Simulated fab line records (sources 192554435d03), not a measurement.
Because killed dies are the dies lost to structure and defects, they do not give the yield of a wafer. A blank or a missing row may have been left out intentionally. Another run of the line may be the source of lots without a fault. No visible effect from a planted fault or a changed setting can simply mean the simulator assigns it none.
Chamber matching / flow n5Finfet / N5_BEOL_M1_STRIP_36 on rieDiel-06 has 4 sister chambers
The step strips in N2/H2. 14 wafers are shown with their chamber, then 7 later ones without.

## WAFERS, EACH WITH ITS CHAMBER
wafer=L075.1; chamber=2; showerheadPlenumPTorr (Torr)=2.64; throttleValvePct (%)=23.1; drypumpMotorCurrentA (A)=5.8
wafer=L075.4; chamber=2; showerheadPlenumPTorr (Torr)=2.64; throttleValvePct (%)=23.1; drypumpMotorCurrentA (A)=5.8
wafer=L075.5; chamber=1; showerheadPlenumPTorr (Torr)=2.42; throttleValvePct (%)=23.8; drypumpMotorCurrentA (A)=5.6
wafer=L087.1; chamber=3; showerheadPlenumPTorr (Torr)=2.72; throttleValvePct (%)=24.0; drypumpMotorCurrentA (A)=5.4
wafer=L087.2; chamber=0; showerheadPlenumPTorr (Torr)=2.48; throttleValvePct (%)=23.0; drypumpMotorCurrentA (A)=5.7
wafer=L087.6; chamber=3; showerheadPlenumPTorr (Torr)=2.72; throttleValvePct (%)=24.1; drypumpMotorCurrentA (A)=5.4
wafer=L089.1; chamber=1; showerheadPlenumPTorr (Torr)=2.41; throttleValvePct (%)=23.8; drypumpMotorCurrentA (A)=5.7
wafer=L089.2; chamber=2; showerheadPlenumPTorr (Torr)=2.63; throttleValvePct (%)=23.2; drypumpMotorCurrentA (A)=5.8
wafer=L089.5; chamber=0; showerheadPlenumPTorr (Torr)=2.48; throttleValvePct (%)=23.0; drypumpMotorCurrentA (A)=5.7
wafer=L090.2; chamber=0; showerheadPlenumPTorr (Torr)=2.48; throttleValvePct (%)=23.0; drypumpMotorCurrentA (A)=5.7
wafer=L090.3; chamber=1; showerheadPlenumPTorr (Torr)=2.41; throttleValvePct (%)=23.8; drypumpMotorCurrentA (A)=5.7
wafer=L090.6; chamber=3; showerheadPlenumPTorr (Torr)=2.72; throttleValvePct (%)=24.0; drypumpMotorCurrentA (A)=5.4
wafer=L092.1; chamber=0; showerheadPlenumPTorr (Torr)=2.48; throttleValvePct (%)=23.0; drypumpMotorCurrentA (A)=5.7
wafer=L092.2; chamber=3; showerheadPlenumPTorr (Torr)=2.72; throttleValvePct (%)=24.0; drypumpMotorCurrentA (A)=5.4

SIGNATURES (averages over the wafers above)
reading=showerheadPlenumPTorr; chamber 0=2.4800; chamber 1=2.4133; chamber 2=2.6367; chamber 3=2.7200; scatter within a chamber=0.00365
reading=throttleValvePct; chamber 0=23.000; chamber 1=23.800; chamber 2=23.133; chamber 3=24.025; scatter within a chamber=0.0376
reading=drypumpMotorCurrentA; chamber 0=5.700; chamber 1=5.667; chamber 2=5.800; chamber 3=5.400; scatter within a chamber=0.0258
Rule: for a wafer and a chamber, the distance is found by dividing, reading by reading, the gap between the wafer's reading and the chamber's mean by the reading's scatter, squaring, summing and taking the root. If the next closest chamber is less than 2 further off than the closest, the wafer can't be placed; otherwise it belongs to the closest. The scatter is the square root of a quotient: the sum, over the shown wafers, of each reading's squared deviation from its chamber's mean, divided by wafers minus chambers.

## WAFERS WITHOUT THEIR CHAMBER
wafer=L092.3; showerheadPlenumPTorr (Torr)=2.41; throttleValvePct (%)=23.8; drypumpMotorCurrentA (A)=5.6
wafer=L092.4; showerheadPlenumPTorr (Torr)=2.63; throttleValvePct (%)=23.2; drypumpMotorCurrentA (A)=5.8
wafer=L092.5; showerheadPlenumPTorr (Torr)=2.63; throttleValvePct (%)=23.1; drypumpMotorCurrentA (A)=5.8
wafer=L092.6; showerheadPlenumPTorr (Torr)=2.72; throttleValvePct (%)=24.1; drypumpMotorCurrentA (A)=5.4
wafer=L096.1; showerheadPlenumPTorr (Torr)=2.47; throttleValvePct (%)=23.0; drypumpMotorCurrentA (A)=5.7
wafer=L096.5; showerheadPlenumPTorr (Torr)=2.72; throttleValvePct (%)=24.0; drypumpMotorCurrentA (A)=5.4
wafer=L096.6; showerheadPlenumPTorr (Torr)=2.47; throttleValvePct (%)=23.0; drypumpMotorCurrentA (A)=5.7

## WHICH CHAMBER EACH ONE RAN IN
wafer=L092.3; from the rows above=1; in truth=1
wafer=L092.4; from the rows above=2; in truth=2
wafer=L092.5; from the rows above=2; in truth=2
wafer=L092.6; from the rows above=3; in truth=3
wafer=L096.1; from the rows above=0; in truth=0
wafer=L096.5; from the rows above=3; in truth=3
wafer=L096.6; from the rows above=0; in truth=0
Correct placement for 7 of the 7. Left unplaced by these rows: 0. 0 placed wrongly.
